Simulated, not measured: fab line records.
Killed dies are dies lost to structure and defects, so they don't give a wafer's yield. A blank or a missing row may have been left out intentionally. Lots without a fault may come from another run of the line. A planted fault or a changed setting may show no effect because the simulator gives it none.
fab line records ; flow n5Finfet
record: lots: 4; wafers: 12; lastDay: 18
route steps=1938 shown BEOL_M3@1011 BEOL_M4@1021
lots untouched by any fault: they come from a run of this same line in which no faults occurred
startH: start of the lot's first displayed wafer, in hours after the record's first day ; waitH: hours elapsed since this lot's preceding step ; " unchanged from the row above ; L1.1+2: a single row standing in for several wafers ; - no value, or no start given ; * or withheld: withheld ; < > ~ a bound
route shown NAME@n: names a module that has steps shown in the file, with the first one's number in the route ; usual: mean/standard deviation of fault-free wafers ; same: alike in all rows ; chamber/n: place in a boat ; sites: per-site readings ; _std_site: their standard deviation ; _edge_site: inner sites' mean taken away from outer sites' mean ; radiusMm: how far each site lies from the wafer's centre ; mask NAME#n: copy n ; behind: tool/chamber where the wafer was last shaped ; hold: why the lot went on hold/how many hours it stayed there/how the hold came to an end ; device: names the non-switching transistor (n, p or np) ; end of line: the tests these same wafers got at the end of their route ; a step without rows: its recipe alone ; killed: dies that structure and defects cost at the first sort, which is not the same as the wafer's yield ; map: a wafer's dies, marking killed ones x, the rest . and places with no die _
set.NAME: the setting the step ran with; set.NAME@STEP: the setting that earlier step ran with ; model.NAME: the simulator's own value behind a step, which no gauge read
certain route steps with their lots: each step a table, each wafer a row
services: the hour from which a tool's chamber was out of use, counted from the record's first day as startH (under 0 if before that day), plus the number of hours and why
== steps ==
step: N5_BEOL_M3_ECD_50
recipe: material: Cu; targetThkA: 3000
step: N5_BEOL_M3_ANNEAL_51
recipe: tempC: 225; timeS: 90; ambient: N2
step: N5_BEOL_M3_CMP_52
recipe: stopOn: SiOC; tOverpolishS: 6.8; downForcePsi: 1; platenRpm: 50; clearingPlatenDownForcePsi: 1.5; clearingPlatenRpm: 50; postCmpClean: cuAlkaline; targetThkNm: 40; clearingPlatenPadVelocityMS: 0.99484; padVelocityMS: 0.99484
step: N5_BEOL_M3_PRE_CLEAN_60
recipe: gas: NH3/H2; timeS: 15; tempC: *; rfPowerW: 300
step: N5_BEOL_M3_CO_CAP_55
recipe: material: Co; targetThkA: 20; tempC: 200; precursor: CCTBA/H2; pressureTorr: 30; timeS: 102.1
step: N5_BEOL_M3_PRE_CLEAN_56
recipe: gas: NH3; timeS: 15; tempC: withheld; rfPowerW: 300
step: N5_BEOL_M3_DEP_57
recipe: material: SiCN; targetThkA: 80; tempC: withheld; precursor: 3MS/NH3; pressureTorr: 3; rfW: 202; timeS: 14
step: N5_BEOL_M4_ILD_DEP_00
recipe: material: SiOC; targetThkA: 790; tempC: 350; precursor: DEMS/O2; pressureTorr: 5; rfW: 500; timeS: 15.3
step: N5_BEOL_M4_PECVD_72
recipe: material: SiO2; targetThkA: 160; tempC: 400; precursor: TEOS/O2; pressureTorr: 5.5; rfW: 450; teosFlowSccm: 53.8; gas: O2; flowSccm: 3000; timeS: 18
usual: heaterPowerOuterW: 428/53; heaterPowerW: 724/95; showerheadPlenumPTorr: 8.76/0.063; throttleValvePct: 22.4/1.2
lot.wafer;tool;chamber;startH;waitH;heaterPowerOuterW;heaterPowerW;showerheadPlenumPTorr;throttleValvePct;model.SiO2_of_BEOL_M4_PECVD_72.thkNm
L852.2;pecvd-02;2;191.58;0.0;337;579;8.67;21.2;16.2
L852.5;pecvd-02;1;191.58;0.0;430;706;8.91;22.6;16.2
L852.6;pecvd-02;0;191.58;0.0;491;796;8.77;22.1;16.2
L867.1;pecvd-03;0;269.09;0.0;354;598;8.76;23.0;16
L867.4;pecvd-03;2;269.09;0.0;459;740;8.76;22.1;16.2
L867.6;pecvd-03;0;269.09;0.0;361;592;8.78;23.1;16
L870.3;pecvd-02;2;306.37;0.0;395;664;8.67;21.6;16
L870.4;pecvd-02;0;306.37;0.0;477;733;8.77;22.1;22.6
L870.6;pecvd-02;2;306.37;0.0;391;670;8.66;21.7;16.6
L871.1;pecvd-02;1;308.01;0.0;455;734;8.91;22.5;15.8
L871.4;pecvd-02;0;308.01;0.0;410;666;8.77;22.0;22.6
L871.6;pecvd-02;2;308.01;0.0;366;611;8.70;21.7;16.6
step: N5_BEOL_M4_HM_DEP_02
recipe: material: TiN; targetThkA: 200; tempC: 25; chamberPressurePa: 0.49996
step: N5_BEOL_M4_COAT_61
recipe: resist: SOC; tempC: 250; timeS: 60; spinRpm: 1500; resistThkNm: 60
step: N5_BEOL_M4_COAT_62
recipe: resist: SiARC; tempC: 220; timeS: 60; spinRpm: 1500; resistThkNm: 12
step: N5_BEOL_M4_COAT_73
recipe: resist: underlayer; tempC: 205; timeS: 60; spinRpm: 1500; resistThkNm: 5
step: N5_BEOL_M4_COAT_05
recipe: resist: CAR-EUV; spinRpm: 1500; resistThkNm: 30
step: N5_BEOL_M4_EBR_07
recipe: solvent: PGMEA; ebrWidthMm: 1.5
step: N5_BEOL_M4_SOFTBAKE_06
recipe: tempC: 110; timeS: 60; resist: CAR-EUV
step: N5_BEOL_M4_EXPOSE_08
recipe: maskId: M4; na: 0.33; sourceShape: dipole; sigmaInner: 0.369; sigmaOuter: 0.767; polarization: unpolarized; doseMj: 41.25
step: N5_BEOL_M4_PEB_09
recipe: pebTempC: 100; pebTimeS: 60; resist: CAR-EUV
step: N5_BEOL_M4_DEVELOP_10
recipe: developTimeS: 30; developer: TMAH; resist: CAR-EUV; rinseLiquid: surfactantRinse; dry: airSpin; devTempC: 23
step: N5_BEOL_M4_DESCUM_16
recipe: chemistry: O2; timeS: 7; sourcePowerW: 50; biasPowerW: 20; pressureMtorr: 20; rfFrequencyHz: 2.712e+07; tempC: 40; resist: CAR-EUV; o2FlowSccm: 225
step: N5_BEOL_M4_ETCH_74
recipe: chemistry: N2/H2; target: underlayer; targetDepthA: 65; maskMaterial: CAR-EUV; timeS: 5.2; ionEnergyEv: 200; pressureMtorr: 30; sourceW: 840; biasW: 150; n2FlowSccm: 200; h2FlowSccm: 200; ends: cleared
step: N5_BEOL_M4_ETCH_63
recipe: chemistry: CF4; target: SiARC; targetDepthA: 156; maskMaterial: CAR-EUV; timeS: 26; ionEnergyEv: 80; pressureMtorr: 40; sourceW: 545; biasW: 36; Ar_flow_sccm: 100; cf4FlowSccm: 100; ends: cleared
step: N5_BEOL_M4_ETCH_64
recipe: chemistry: N2/H2; target: SOC; targetDepthA: 750; overetchA: 225; maskMaterial: SiARC; tempC: 40; timeS: 121.9; ionEnergyEv: 200; pressureMtorr: 30; sourceW: 840; biasW: 150; n2FlowSccm: 200; h2FlowSccm: 200
step: N5_BEOL_M4_STRIP_65
recipe: chemistry: N2/H2; tempC: 40; n2FlowSccm: 200; h2FlowSccm: 200; rfFrequencyHz: 6e+07
step: N5_BEOL_M4_STRIP_75
recipe: chemistry: N2/H2; tempC: 40; n2FlowSccm: 200; h2FlowSccm: 200; rfFrequencyHz: 6e+07
step: N5_BEOL_M4_STRIP_66
recipe: chemistry: CF4; resist: SiARC; powerW: 300; biasPowerW: 75; pressureMtorr: 50; cf4FlowSccm: 150; rfFrequencyHz: 6e+07
step: N5_BEOL_M4_HM_OPEN_17
recipe: chemistry: Cl2/BCl3; targetDepthA: 200; overetchA: 60; target: TiN; maskMaterial: SOC; ionEnergyEv: 150; pressureMtorr: 10; icpW: 1000; biasW: 126; Cl2_flow_sccm: 53.25; bcl3FlowSccm: 21.75; Ar_flow_sccm: 25
step: N5_BEOL_M4_STRIP_19
recipe: chemistry: O2; powerW: 400; tempC: 40; pressureMtorr: 30; rfFrequencyHz: 6e+07; biasPowerW: 0; overashFraction: 0.2; o2FlowSccm: 225
step: N5_BEOL_M4_COAT_67
recipe: resist: SOC; tempC: 250; timeS: 60; spinRpm: 1500; resistThkNm: 60
step: N5_BEOL_M4_COAT_68
recipe: resist: SiARC; tempC: 220; timeS: 60; spinRpm: 1500; resistThkNm: 12
step: N5_BEOL_M4_COAT_76
recipe: resist: underlayer; tempC: 205; timeS: 60; spinRpm: 1500; resistThkNm: 5
step: N5_BEOL_M4_COAT_22
recipe: resist: CAR-EUV; spinRpm: 1500; resistThkNm: 30
step: N5_BEOL_M4_EBR_24
recipe: solvent: PGMEA; ebrWidthMm: 1.5
step: N5_BEOL_M4_SOFTBAKE_23
recipe: tempC: 110; timeS: 60; resist: CAR-EUV
step: N5_BEOL_M4_HM_STRIP_39
recipe: chemistry: peroxideTinStrip; material: TiN; targetDepthA: 250; tempC: 50; timeS: 158
lot.wafer;tool;chamber;startH;waitH;model.SiO2_of_BEOL_M4_PECVD_72.thkNm
L852.2+5+6;wetBench-02;0,2,5;198.48;0.0;16
L867.1+6;wetBench-04;3,5;275.99;0.0;15.8
L867.4;wetBench-04;4;275.99;0.0;16
L871.1;wetBench-03;5;312.63;0.0;15.6
L871.4;wetBench-03;6;312.63;0.0;22.4
L871.6;wetBench-03;7;312.63;0.0;16.4
L870.3;wetBench-02;2;315.57;0.0;16
L870.4;wetBench-02;0;315.57;0.0;22.4
L870.6;wetBench-02;1;315.57;0.0;16.4
step: N5_BEOL_M4_CMP_52
recipe: stopOn: SiOC; tOverpolishS: 6.8; downForcePsi: 1; platenRpm: 50; clearingPlatenDownForcePsi: 1.5; clearingPlatenRpm: 50; postCmpClean: cuAlkaline; targetThkNm: 40; clearingPlatenPadVelocityMS: 0.99484; padVelocityMS: 0.99484
usual: barrierFieldEndpointS: 25.0/0.6; motorCurrentA: 6.0/0.72
lot.wafer;tool;chamber;startH;waitH;barrierFieldEndpointS;motorCurrentA
L852.2;cmp-04;2;202.21;0.2;25.2;6.0
L852.6;cmp-04;2;202.21;0.2;25.0;6.1
L852.5;cmp-04;3;202.21;0.2;25.0;6.9
L867.1;cmp-02;0;280.57;0.3;25.1;5.5
L867.4;cmp-02;3;280.57;0.3;25.3;5.1
L867.6;cmp-02;0;280.57;0.3;25.8;6.1
L871.1;cmp-02;1;317.68;0.3;25.2;5.1
L871.4;cmp-02;0;317.68;0.3;33.9;6.1
L871.6;cmp-02;2;317.68;0.3;25.0;5.6
L870.4;cmp-04;3;319.15;0.2;32.3;6.9
L870.3;cmp-04;0;319.15;0.2;25.3;7.5
L870.6;cmp-04;3;319.15;0.2;25.3;7.0
step: N5_BEOL_M4_RC_MEAS_101
usual: DIBL_N: 36.0/1.8; DIBL_P: 36.3/2.4; IOFF_N: 0.16/0.035; IOFF_P: 0.21/0.036; ION_N: 673/13; ION_P: 461/7.2; SS_N: 71.4/0.6; SS_P: 73.2/0.7; VT_N: 250/4; VT_P: -250.9/2.9
lot.wafer;tool;chamber;startH;waitH;DIBL_N[mV/V];DIBL_P[mV/V];IOFF_N[nA/um];IOFF_P[nA/um];ION_N[uA/um];ION_P[uA/um];SS_N[mV/dec];SS_P[mV/dec];VT_N[mV];VT_P[mV]
L852.2;prober-02;0;203.03;0.2;32.9;32.1;0.10;0.13;644;448;70.9;71.7;258;-255.2
L852.5;prober-02;0;203.03;0.2;35.6;35.7;0.15;0.18;671;465;71.2;72.7;250;-252.0
L852.6;prober-02;0;203.03;0.2;35.2;36.3;0.14;0.18;648;450;70.9;73.5;256;-254.4
L867.1;prober-01;0;281.20;0.0;35.8;36.1;0.14;0.19;667;454;71.3;73.7;254;-248.7
L867.4;prober-01;0;281.20;0.0;34.6;34.1;0.12;0.16;641;444;71.3;73.0;258;-252.7
L867.6;prober-01;0;281.20;0.0;37.2;37.5;0.17;0.23;680;468;71.4;73.7;249;-247.9
L871.1;prober-01;0;318.29;0.0;38.7;38.4;0.19;0.24;686;467;72.1;73.6;246;-247.2
L871.4;prober-01;0;318.29;0.0;39.2;37.3;0.19;0.22;676;459;71.9;74.3;248;-250.4
L871.6;prober-01;0;318.29;0.0;38.1;37.2;0.17;0.22;672;456;72.2;73.8;247;-249.7
L870.3;prober-02;0;320.03;0.3;35.2;35.6;0.13;0.19;652;459;70.8;73.2;253;-253.7
L870.4;prober-02;0;320.03;0.3;35.7;35.4;0.13;0.19;677;464;71.1;72.7;252;-252.5
L870.6;prober-02;0;320.03;0.3;36.8;38.2;0.16;0.23;671;462;71.4;73.4;250;-249.5
== services ==
tool;chamber;startH;hours;kind
pecvd-03;2;170.54;5.2;repair
pecvd-02;2;212.62;8.6;repair
cmp-04;-;227.87;4.1;pm
wetBench-02;-;232.73;0.5;repair
pecvd-03;1;241.93;22.3;repair
cmp-04;-;249.13;2.6;repair
pecvd-02;2;267.49;5.5;scheduledDown
pecvd-02;1;272.95;2.1;scheduledDown
pecvd-02;0;279.07;4.1;repair
pecvd-03;2;280.60;5.5;scheduledDown
cmp-04;-;300.89;0.4;repair
pecvd-02;1;319.10;5.5;scheduledDown
== key ==
firstSign: step: N5_BEOL_M4_CMP_52; reading: barrierFieldEndpointS; direction: up; sigmas: 14; usual: 25.0; struck: 33.1
effect none on later readings
modelEffect: step: N5_BEOL_M4_PECVD_72; value: SiO2_of_BEOL_M4_PECVD_72.thkNm; without: 16.2; struck: 22.6
modelEffect: step: N5_BEOL_M4_HM_STRIP_39; value: SiO2_of_BEOL_M4_PECVD_72.thkNm; without: 16; struck: 22.4
metAt N5_BEOL_M4_PECVD_72
struckWafers L870.4,L871.4
onsetBetween 191.58 306.37
fault: kind: processParameterDrift; tool: pecvd-02; chamber: 0; onsetH: 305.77; steps: N5_BEOL_M4_PECVD_72; channel: timeS; offset: *; shape: step; endH: 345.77; actsIn: *; stated: *
